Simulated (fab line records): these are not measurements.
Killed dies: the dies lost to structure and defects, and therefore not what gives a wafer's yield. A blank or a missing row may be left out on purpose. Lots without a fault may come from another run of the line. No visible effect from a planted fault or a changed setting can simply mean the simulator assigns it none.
fab line records | flow n5-finfet
[record] lots = 9 | wafers = 25 | last-day = 17
route steps=1938 shown DUMMY_GATE@240 SD_EPI_N@268 BEOL_M4@1111
lots that met no fault: taken from a fault-free run of the same line
start-h: hours from the record's first day to the start of the lot's first wafer shown | wait-h: hours elapsed since this lot's preceding step | " unchanged from the row above | L1.1+2: several wafers, shown together as one row | - value missing, or start not given | * or withheld: withheld | < > ~ a bound
route shown NAME@n: names a module that has steps shown in the file, with the first one's number in the route | usual: average and standard deviation across the fault-free wafers | same: alike in all rows | chamber/n: place in a boat | sites: the reading at each site | _std_site: the standard deviation of these | _edge_site: mean of outer sites minus mean of inner sites | radius-mm: for every site, how far away it sits from the centre of the wafer | mask NAME#n: copy n | behind: the tool/chamber that last shaped the wafer | hold: what put the lot on hold/how long, in hours/how the hold closed | device: the transistor (n, p or np) that didn't switch | end of line: at the end of the route, the tests of the same wafers | a step given without rows: its recipe and nothing more | killed: count of dies lost to structure and defects at first sort (not the wafer's yield) | map: a wafer's dies, x killed, . not, _ none there
set.NAME: the setting that was run; set.NAME@STEP: the one run at that earlier step | model.NAME: the simulator's own value behind a step, which no gauge read
route steps across a sampled set of lots; one table per step, one row per wafer
services: the hour from which a tool's chamber was out of use, counted from the record's first day as start-h (under 0 if before that day), plus the number of hours and why
[[steps]]
[step N5_DUMMY_GATE_TRIM_49]
[recipe] chemistry = O2 | resist = SOC | time-s = 29 | target-cd-nm = 14 | source-power-w = 300 | bias-power-w = 0 | O2_flow_sccm = 100 | temp-c = 20
[usual] drypump-motor-current-A = 5.9/0.32 | oes-product-au = 0.994/0.015 | throttle-valve-pct = 8.14/0.15
lot.wafer | tool      | chamber | start-h | wait-h | drypump-motor-current-A | oes-product-au | rf-hours-counter-h | throttle-valve-pct
L431.3    | rie-si-01 | 3       | 47.39   | 0.0    | 6.4                     | 0.977          | 122                | 8.32
L431.4    | "         | 1       | "       | "      | 5.7                     | 1.014          | 50                 | 7.96
L431.6    | "         | 3       | "       | "      | 6.4                     | 0.979          | -                  | 8.32
L432.1    | rie-si-01 | 2       | 53.47   | 0.0    | 6.4                     | 1.023          | 155                | 8.18
L432.2    | "         | 0       | "       | "      | 5.8                     | 1.003          | 3                  | 8.25
L432.4    | "         | 3       | "       | "      | 6.3                     | 0.976          | 122                | 8.34
L433.2    | rie-si-02 | 1       | 58.99   | 0.0    | 6.2                     | 0.990          | 6                  | 7.94
L433.3    | "         | 2       | "       | "      | 5.3                     | 0.983          | 81                 | 8.33
L433.5    | "         | 3       | "       | "      | 5.8                     | 0.985          | -                  | 8.21
L441.4    | rie-si-05 | 3       | 111.63  | 0.0    | 5.5                     | 1.001          | 165                | 8.09
L441.6    | "         | 0       | "       | "      | 6.0                     | 0.969          | -                  | 8.25
L442.2    | rie-si-05 | 1       | 115.37  | 0.0    | 5.8                     | 1.024          | 150                | 8.09
L442.6    | "         | 0       | "       | "      | 6.0                     | 0.974          | -                  | 8.25
L443.2    | rie-si-01 | 0       | 123.47  | 0.0    | 5.8                     | 1.000          | 4                  | 8.27
L443.5    | "         | 3       | "       | "      | 6.4                     | 0.982          | -                  | 8.32
L443.6    | "         | 0       | "       | "      | 5.8                     | 0.999          | -                  | 8.26
L450.1    | rie-si-05 | 1       | 161.16  | 0.0    | 5.9                     | 1.020          | 151                | 8.08
L450.3    | "         | 0       | "       | "      | 6.0                     | 0.973          | 159                | 8.25
L450.4    | "         | 3       | "       | "      | 5.5                     | 0.987          | 166                | 8.10
L451.1    | rie-si-01 | 2       | 171.25  | 0.0    | 6.4                     | 1.024          | 157                | 8.17
L451.3    | "         | 1       | "       | "      | 5.7                     | 1.002          | 52                 | 7.96
L451.4    | "         | 3       | "       | "      | 6.4                     | 0.974          | 125                | 8.34
L452.2    | rie-si-01 | 0       | 173.75  | 0.0    | 5.8                     | 0.987          | 5                  | 8.25
L452.3    | "         | 3       | "       | "      | 6.4                     | 0.977          | 125                | 8.33
L452.4    | "         | 1       | "       | "      | 5.7                     | 1.003          | 52                 | 7.96
[step N5_DUMMY_GATE_ETCH_31]
[recipe] chemistry = C4F6/O2 | target = SiO2 | mask-material = SOC | target-depth-a = 825 | time-s = 27.5 | ion-energy-ev = 250 | pressure-mtorr = 30 | source-w = 345 | bias-w = 185 | Ar_flow_sccm = 300 | C4F6_flow_sccm = 10 | O2_flow_sccm = 10
[usual] drypump-motor-current-A = 6.0/0.37 | mfc-ar-sccm = 300.0/0.85 | oes-product-au = 0.79/0.073 | rf-vpp-V = 667/7.6 | showerhead-plenum-p-Torr = 2.83/0.1 | throttle-valve-pct = 21.20/0.24
lot.wafer | tool        | chamber | start-h | wait-h | drypump-motor-current-A | mfc-ar-sccm | oes-product-au | rf-hours-counter-h | rf-vpp-V | showerhead-plenum-p-Torr | throttle-valve-pct
L431.3    | rie-diel-03 | 3       | 47.58   | 0.0    | 5.6                     | 299.0       | 0.92           | 11                 | 677      | 3.03                     | 20.64
L431.4    | "           | 2       | "       | "      | 5.9                     | 300.1       | 0.73           | 182                | 674      | 2.84                     | 21.51
L431.6    | "           | 1       | "       | "      | 6.2                     | 299.5       | 0.81           | -                  | 661      | 2.64                     | 21.01
L432.1    | rie-diel-01 | 3       | 53.68   | 0.0    | 6.0                     | 300.6       | 0.76           | 139                | 658      | 2.86                     | 21.18
L432.2    | "           | 0       | "       | "      | 5.9                     | 299.3       | 0.81           | 94                 | 656      | 2.87                     | 21.15
L432.4    | "           | 0       | "       | "      | 5.9                     | 299.8       | 0.80           | -                  | 657      | 2.87                     | 21.17
L433.2    | rie-diel-01 | 2       | 59.18   | 0.0    | 5.5                     | 297.8       | 0.70           | 221                | 676      | 2.92                     | 21.59
L433.3    | "           | 0       | "       | "      | 5.9                     | 301.3       | 0.81           | 96                 | 655      | 2.87                     | 21.15
L433.5    | "           | 3       | "       | "      | 6.0                     | 300.3       | 0.77           | -                  | 658      | 2.85                     | 21.19
L441.4    | rie-diel-02 | 1       | 111.82  | 0.0    | 5.9                     | 298.9       | 0.83           | 78                 | 660      | 2.77                     | 21.14
L441.6    | "           | 2       | "       | "      | 6.7                     | 300.8       | 0.72           | -                  | 671      | 2.71                     | 21.31
L442.2    | rie-diel-03 | 1       | 115.58  | 0.0    | 6.2                     | 298.5       | 0.79           | 111                | 662      | 2.64                     | 21.03
L442.6    | "           | 0       | "       | "      | 5.8                     | 301.0       | 0.85           | -                  | 672      | 2.88                     | 21.26
L443.2    | rie-diel-03 | 2       | 123.67  | 0.0    | 5.9                     | 298.9       | 0.71           | 200                | 673      | 2.84                     | 21.53
L443.5    | "           | 2       | "       | "      | 5.9                     | 300.3       | 0.71           | -                  | 674      | 2.84                     | 21.52
L443.6    | "           | 3       | "       | "      | 5.6                     | 300.6       | 0.87           | -                  | 676      | 3.02                     | 20.65
L450.1    | rie-diel-02 | 0       | 161.36  | 0.0    | 6.5                     | 299.9       | 0.69           | 226                | 674      | 2.93                     | 21.22
L450.3    | "           | 2       | "       | "      | 6.7                     | 301.4       | 0.71           | 211                | 670      | 2.71                     | 21.32
L450.4    | "           | 3       | "       | "      | 5.3                     | 299.7       | 0.84           | 68                 | 664      | 2.77                     | 21.28
L451.1    | rie-diel-02 | 2       | 171.51  | 0.1    | 6.7                     | 300.2       | 0.71           | 214                | 670      | 2.71                     | 21.34
L451.3    | "           | 0       | "       | "      | 6.5                     | 300.1       | 0.69           | 230                | 673      | 2.92                     | 21.22
L451.4    | "           | 3       | "       | "      | 5.3                     | 300.2       | 0.83           | 71                 | 663      | 2.77                     | 21.27
L452.2    | rie-diel-02 | 1       | 173.96  | 0.1    | 5.9                     | 299.8       | 0.81           | 97                 | 659      | 2.77                     | 21.16
L452.3    | "           | 0       | "       | "      | 6.5                     | 300.4       | 0.69           | 230                | 673      | 2.92                     | 21.23
L452.4    | "           | 3       | "       | "      | 5.3                     | 300.3       | 0.83           | 72                 | 663      | 2.77                     | 21.28
[step N5_DUMMY_GATE_STRIP_41]
[recipe] chemistry = O2 | power-w = 400 | temp-c = 40 | pressure-mtorr = 30 | rf-frequency-hz = 6e+07 | bias-power-w = 0 | overash-fraction = 0.3 | o2-flow-sccm = 225
[usual] drypump-motor-current-A = 6.0/0.37 | o2-flow-sccm = 225.1/0.69 | oes-product-au = 0.79/0.072 | rf-vpp-V = 3.6/0.46 | showerhead-plenum-p-Torr = 2.09/0.081 | throttle-valve-pct = 16.71/0.25
lot.wafer | tool        | chamber | start-h | wait-h | drypump-motor-current-A | o2-flow-sccm | oes-product-au | rf-hours-counter-h | rf-vpp-V | showerhead-plenum-p-Torr | throttle-valve-pct
L431.3    | rie-diel-03 | 3       | 47.63   | 0.0    | 5.6                     | 226.5        | 0.92           | 11                 | 3.7      | 2.24                     | 16.12
L431.4    | "           | 2       | "       | "      | 5.9                     | 225.0        | 0.72           | 182                | 4.0      | 2.09                     | 16.98
L431.6    | "           | 1       | "       | "      | 6.2                     | 225.5        | 0.80           | -                  | 4.1      | 1.95                     | 16.59
L432.1    | rie-diel-01 | 3       | 53.72   | 0.0    | 6.0                     | 225.2        | 0.77           | 139                | 3.9      | 2.10                     | 16.65
L432.2    | "           | 0       | "       | "      | 5.9                     | 225.4        | 0.81           | 94                 | 4.3      | 2.12                     | 16.71
L432.4    | "           | 0       | "       | "      | 5.9                     | 225.2        | 0.81           | -                  | 3.0      | 2.13                     | 16.70
L433.2    | rie-diel-01 | 2       | 59.23   | 0.0    | 5.5                     | 226.2        | 0.70           | 221                | 4.0      | 2.16                     | 17.17
L433.3    | "           | 0       | "       | "      | 5.9                     | 224.7        | 0.82           | 96                 | 4.2      | 2.12                     | 16.70
L433.5    | "           | 3       | "       | "      | 6.0                     | 226.2        | 0.75           | -                  | 3.6      | 2.10                     | 16.65
L441.4    | rie-diel-02 | 1       | 111.87  | 0.0    | 5.8                     | 225.1        | 0.83           | 78                 | 4.0      | 2.05                     | 16.62
L441.6    | "           | 2       | "       | "      | 6.7                     | 225.3        | 0.72           | -                  | 4.7      | 1.99                     | 16.81
L442.2    | rie-diel-03 | 1       | 115.62  | 0.0    | 6.1                     | 225.7        | 0.79           | 111                | 3.6      | 1.94                     | 16.59
L442.6    | "           | 0       | "       | "      | 5.8                     | 225.5        | 0.86           | -                  | 3.2      | 2.14                     | 16.81
L443.2    | rie-diel-03 | 2       | 123.72  | 0.0    | 5.9                     | 225.9        | 0.70           | 200                | 3.7      | 2.09                     | 17.00
L443.5    | "           | 2       | "       | "      | 5.9                     | 225.7        | 0.72           | -                  | 4.2      | 2.08                     | 16.99
L443.6    | "           | 3       | "       | "      | 5.6                     | 224.6        | 0.87           | -                  | 3.6      | 2.23                     | 16.15
L450.1    | rie-diel-02 | 0       | 161.41  | 0.0    | 6.5                     | 224.7        | 0.69           | 227                | 3.4      | 2.16                     | 16.79
L450.3    | "           | 2       | "       | "      | 6.7                     | 225.3        | 0.70           | 211                | 3.4      | 1.99                     | 16.85
L450.4    | "           | 3       | "       | "      | 5.3                     | 225.3        | 0.83           | 68                 | 3.7      | 2.03                     | 16.74
L451.1    | rie-diel-02 | 2       | 171.56  | 0.0    | 6.7                     | 224.4        | 0.70           | 214                | 3.4      | 1.98                     | 16.86
L451.3    | "           | 0       | "       | "      | 6.5                     | 225.1        | 0.68           | 230                | 2.4      | 2.16                     | 16.80
L451.4    | "           | 3       | "       | "      | 5.3                     | 224.5        | 0.82           | 71                 | 3.7      | 2.03                     | 16.73
L452.2    | rie-diel-02 | 1       | 174.00  | 0.0    | 5.9                     | 225.2        | 0.82           | 97                 | 3.7      | 2.04                     | 16.65
L452.3    | "           | 0       | "       | "      | 6.5                     | 225.3        | 0.69           | 230                | 4.0      | 2.16                     | 16.79
L452.4    | "           | 3       | "       | "      | 5.3                     | 226.0        | 0.83           | 72                 | 4.0      | 2.03                     | 16.74
[step N5_SD_EPI_N_PEB_07]
[recipe] peb-temp-c = 110 | peb-time-s = 60 | resist = CAR-ArF-block
[usual] heater-power-total-W = 175.3/1.7
lot.wafer | tool           | chamber | start-h | wait-h | heater-power-total-W
L431.3    | litho-track-05 | 0       | 49.13   | 0.0    | 177.3
L431.4    | "              | 0       | "       | "      | 177.2
L431.6    | "              | 0       | "       | "      | 174.6
L432.1    | litho-track-05 | 0       | 55.22   | 0.1    | 174.2
L432.2    | "              | 0       | "       | "      | 173.2
L432.4    | "              | 0       | "       | "      | 174.1
L433.2    | litho-track-01 | 0       | 60.73   | 0.0    | 173.6
L433.3    | "              | 0       | "       | "      | 173.7
L433.5    | "              | 0       | "       | "      | 177.6
L441.4    | litho-track-05 | 0       | 113.49  | 0.0    | 187.4
L441.6    | "              | 0       | "       | "      | 187.3
L442.2    | litho-track-05 | 0       | 117.24  | 0.0    | 176.6
L442.6    | "              | 0       | "       | "      | 184.1
L443.2    | litho-track-05 | 0       | 125.98  | 0.0    | 174.5
L443.5    | "              | 0       | "       | "      | 175.9
L443.6    | "              | 0       | "       | "      | 183.6
L450.1    | litho-track-01 | 0       | 163.02  | 0.1    | 177.5
L450.3    | "              | 0       | "       | "      | 173.2
L450.4    | "              | 0       | "       | "      | 177.5
L451.1    | litho-track-01 | 0       | 173.19  | 0.1    | 173.0
L451.3    | "              | 0       | "       | "      | 177.6
L451.4    | "              | 0       | "       | "      | 177.3
L452.2    | litho-track-02 | 0       | 175.99  | 0.0    | 174.3
L452.3    | "              | 0       | "       | "      | 173.0
L452.4    | "              | 0       | "       | "      | 175.2
[step N5_SD_EPI_N_CD_MEAS_09]
[recipe] target-cd-nm = 120 | landing-energy-ev = 500 | detector = se-inlens
[usual] cd-nm = 120.0/0.56
lot.wafer | tool      | chamber | start-h | wait-h | cd-nm
L431.3    | cd-sem-01 | 0       | 49.20   | -      | 120.6
L431.4    | "         | 0       | "       | "      | 120.4
L431.6    | "         | 0       | "       | "      | 120.5
L432.1    | cd-sem-02 | 0       | 55.28   | -      | 120.5
L432.2    | "         | 0       | "       | "      | 120.7
L432.4    | "         | 0       | "       | "      | 120.3
L433.2    | cd-sem-03 | 0       | 60.79   | -      | 120.2
L433.3    | "         | 0       | "       | "      | 120.0
L433.5    | "         | 0       | "       | "      | 120.2
L441.4    | cd-sem-01 | 0       | 113.56  | -      | 116.3
L441.6    | "         | 0       | "       | "      | 116.3
L442.2    | cd-sem-01 | 0       | 117.31  | -      | 120.1
L442.6    | "         | 0       | "       | "      | 116.8
L443.2    | cd-sem-01 | 0       | 126.04  | -      | 120.2
L443.5    | "         | 0       | "       | "      | 120.3
L443.6    | "         | 0       | "       | "      | 116.9
L450.1    | cd-sem-01 | 0       | 163.09  | -      | 118.9
L450.3    | "         | 0       | "       | "      | 119.7
L450.4    | "         | 0       | "       | "      | 119.7
L451.1    | cd-sem-01 | 0       | 173.25  | -      | 121.1
L451.3    | "         | 0       | "       | "      | 119.3
L451.4    | "         | 0       | "       | "      | 119.7
L452.2    | cd-sem-02 | 0       | 176.05  | -      | 119.6
L452.3    | "         | 0       | "       | "      | 119.4
L452.4    | "         | 0       | "       | "      | 119.0
[step N5_BEOL_M4_RC_MEAS_101]
[usual] DIBL_N = 35.8/1.5 | DIBL_P = 35.8/1.7 | IOFF_N = 0.151/0.022 | IOFF_P = 0.204/0.027 | ION_N = 673/8.6 | ION_P = 462/5.4 | SS_N = 71.4/0.54 | SS_P = 73.3/0.56 | VT_N = 250.5/2.6 | VT_P = -251/3.1
lot.wafer | tool      | chamber | start-h | wait-h | DIBL_N[mV/V] | DIBL_P[mV/V] | IOFF_N[nA/um] | IOFF_P[nA/um] | ION_N[uA/um] | ION_P[uA/um] | SS_N[mV/dec] | SS_P[mV/dec] | VT_N[mV] | VT_P[mV]
L431.3    | prober-01 | 0       | 174.78  | 0.6    | 38.2         | 37.5         | 0.189         | 0.202         | 675          | 452          | 71.7         | 74.4         | 250.0    | -250
L431.4    | "         | 0       | "       | "      | 35.8         | 35.9         | 0.159         | 0.170         | 684          | 457          | 71.4         | 73.3         | 247.6    | -254
L431.6    | "         | 0       | "       | "      | 35.6         | 35.2         | 0.153         | 0.171         | 670          | 454          | 71.3         | 73.4         | 249.0    | -253
L432.1    | prober-01 | 0       | 195.01  | 0.0    | 36.7         | 36.4         | 0.153         | 0.202         | 689          | 467          | 71.5         | 73.5         | 251.2    | -252
L432.2    | "         | 0       | "       | "      | 38.6         | 38.9         | 0.196         | 0.240         | 686          | 472          | 71.4         | 74.0         | 245.2    | -247
L432.4    | "         | 0       | "       | "      | 35.3         | 34.2         | 0.126         | 0.182         | 673          | 462          | 70.3         | 72.3         | 252.9    | -250
L433.2    | prober-02 | 0       | 200.02  | 0.2    | 36.6         | 38.6         | 0.191         | 0.231         | 677          | 460          | 72.1         | 73.5         | 248.0    | -251
L433.3    | "         | 0       | "       | "      | 37.6         | 39.3         | 0.206         | 0.252         | 685          | 470          | 72.5         | 74.6         | 244.0    | -247
L433.5    | "         | 0       | "       | "      | 36.5         | 38.5         | 0.187         | 0.234         | 674          | 464          | 72.7         | 74.6         | 248.2    | -247
L441.4    | prober-02 | 0       | 235.71  | 0.5    | 36.3         | 35.0         | 0.152         | 0.215         | 681          | 471          | 71.1         | 72.9         | 248.8    | -247
L441.6    | "         | 0       | "       | "      | 36.2         | 34.2         | 0.145         | 0.202         | 678          | 464          | 70.6         | 73.4         | 247.7    | -249
L442.2    | prober-02 | 0       | 241.11  | 0.2    | 36.6         | 37.6         | 0.159         | 0.189         | 673          | 456          | 72.3         | 73.7         | 249.8    | -254
L442.6    | "         | 0       | "       | "      | 35.2         | 35.7         | 0.128         | 0.156         | 653          | 455          | 70.8         | 73.2         | 255.9    | -258
L443.2    | prober-01 | 0       | 253.96  | 0.2    | 37.6         | 36.1         | 0.164         | 0.219         | 681          | 467          | 72.0         | 74.4         | 250.7    | -251
L443.5    | "         | 0       | "       | "      | 38.2         | 36.5         | 0.172         | 0.221         | 681          | 459          | 71.8         | 73.3         | 251.0    | -250
L443.6    | "         | 0       | "       | "      | 38.0         | 36.5         | 0.171         | 0.224         | 679          | 469          | 72.0         | 74.4         | 251.4    | -250
L450.1    | prober-01 | 0       | 293.58  | 0.0    | 35.5         | 35.9         | 0.154         | 0.236         | 683          | 470          | 71.2         | 73.3         | 249.0    | -248
L450.3    | "         | 0       | "       | "      | 34.6         | 34.2         | 0.140         | 0.209         | 671          | 460          | 71.5         | 73.4         | 249.2    | -248
L450.4    | "         | 0       | "       | "      | 34.8         | 34.8         | 0.146         | 0.215         | 678          | 466          | 71.4         | 73.5         | 249.4    | -249
L451.1    | prober-02 | 0       | 296.62  | 0.0    | 37.3         | 36.4         | 0.142         | 0.227         | 665          | 462          | 72.2         | 74.1         | 252.5    | -248
L451.3    | "         | 0       | "       | "      | 37.9         | 36.9         | 0.149         | 0.240         | 675          | 470          | 71.3         | 73.2         | 251.5    | -247
L451.4    | "         | 0       | "       | "      | 36.8         | 36.5         | 0.144         | 0.223         | 667          | 467          | 71.2         | 73.3         | 251.5    | -249
L452.2    | prober-01 | 0       | 297.00  | 0.2    | 35.9         | 36.2         | 0.163         | 0.224         | 680          | 471          | 71.2         | 73.9         | 248.4    | -248
L452.3    | "         | 0       | "       | "      | 35.7         | 37.0         | 0.162         | 0.232         | 677          | 472          | 71.3         | 74.4         | 247.8    | -249
L452.4    | "         | 0       | "       | "      | 35.5         | 36.0         | 0.160         | 0.228         | 685          | 468          | 70.9         | 73.7         | 250.4    | -251
[[services]]
tool        | chamber | start-h | hours | kind
rie-diel-03 | 0       | 29.10   | 15.9  | repair
rie-si-05   | 2       | 29.63   | 14.6  | repair
rie-diel-03 | 1       | 31.63   | 7.5   | repair
rie-diel-01 | 1       | 39.92   | -     | clean
rie-diel-01 | 1       | 39.92   | -     | consumable-replace:focus-ring
rie-diel-01 | 1       | 39.92   | 27.6  | scheduled-down
rie-diel-01 | 1       | 39.92   | 27.6  | vent-cycle
rie-si-02   | 0       | 51.27   | 8.7   | repair
rie-si-01   | 0       | 62.02   | 8.5   | repair
rie-si-02   | 0       | 69.88   | 1.5   | repair
rie-diel-02 | -       | 82.58   | 1.0   | repair
rie-si-05   | 1       | 83.72   | 27.0  | repair
rie-si-02   | 3       | 171.17  | -     | clean
rie-si-02   | 3       | 171.17  | 19.8  | scheduled-down
rie-si-02   | 3       | 171.17  | 19.8  | vent-cycle
rie-si-05   | 1       | 175.41  | 2.0   | repair
[[key]]
[first-sign] step = N5_SD_EPI_N_PEB_07 | reading = heater-power-total-W | direction = up | sigmas = 6.2 | usual = * | struck = *
[effect] step = N5_SD_EPI_N_CD_MEAS_09 | reading = cd-nm | direction = down | sigmas = 6 | usual = 120.0 | struck = 116.6
met-at N5_SD_EPI_N_PEB_07
struck-lots L441,L442,L443
struck-wafers L441.4,L441.6,L442.6,L443.6
not-acting-at N5_DUMMY_GATE_TRIM_49,N5_DUMMY_GATE_ETCH_31,N5_DUMMY_GATE_STRIP_41
onset-between 55.22 113.49
[fault] kind = process-parameter-drift | tool = litho-track-05 | chamber = - | onset-h = 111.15 | steps = N5_SD_EPI_N_PEB_07 | channel = peb-time-s | offset = * | shape = step | end-h = 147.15 | scope = struck-wafers-only | acts-in = * | stated = *
